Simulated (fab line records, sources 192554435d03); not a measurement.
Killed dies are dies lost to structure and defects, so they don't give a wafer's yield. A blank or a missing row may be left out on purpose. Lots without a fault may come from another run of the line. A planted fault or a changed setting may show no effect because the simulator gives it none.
Chamber matching | flow n5_finfet | N5_FIN_CUT_DESCUM_13 on rie_diel-04: 4 sister chambers
The step chemistry O2, time 7 s. 4 wafers are shown with their chamber, then 7 later ones without.

WAFERS WITH THEIR CHAMBER
wafer  | chamber | drypump_motor_current_A (A)
L083.5 | 3       | 5.0
L083.6 | 0       | 6.1
L086.1 | 2       | 6.5
L086.5 | 1       | 5.5

WAFERS WITHOUT THEIR CHAMBER
wafer  | drypump_motor_current_A (A)
L086.6 | 6.2
L093.1 | 5.0
L093.4 | 5.6
L093.5 | 6.5
L095.2 | 5.5
L095.3 | 6.5
L095.4 | 5.0

WHICH CHAMBER EACH WENT THROUGH
wafer  | from the rows above | in truth
L086.6 | 0                   | 0
L093.1 | 3                   | 3
L093.4 | 1                   | 1
L093.5 | 2                   | 2
L095.2 | 1                   | 1
L095.3 | 2                   | 2
L095.4 | 3                   | 3
Placed correctly: 7 of 7. Can't be placed from these rows: 0. Placed wrongly: 0.
How it was worked out, from the rows above alone: a wafer's distance from a chamber is the root of the sum, over the readings, of the square of ((its reading less the chamber's mean) divided by the reading's scatter). The wafer belongs to the nearest chamber; if the next one is less than 2 further off, it can't be placed. A chamber's mean is the mean of its shown wafers. The scatter: with one shown wafer a chamber, the root of the mean of the squares of how far each hidden wafer lies from its nearest shown one.
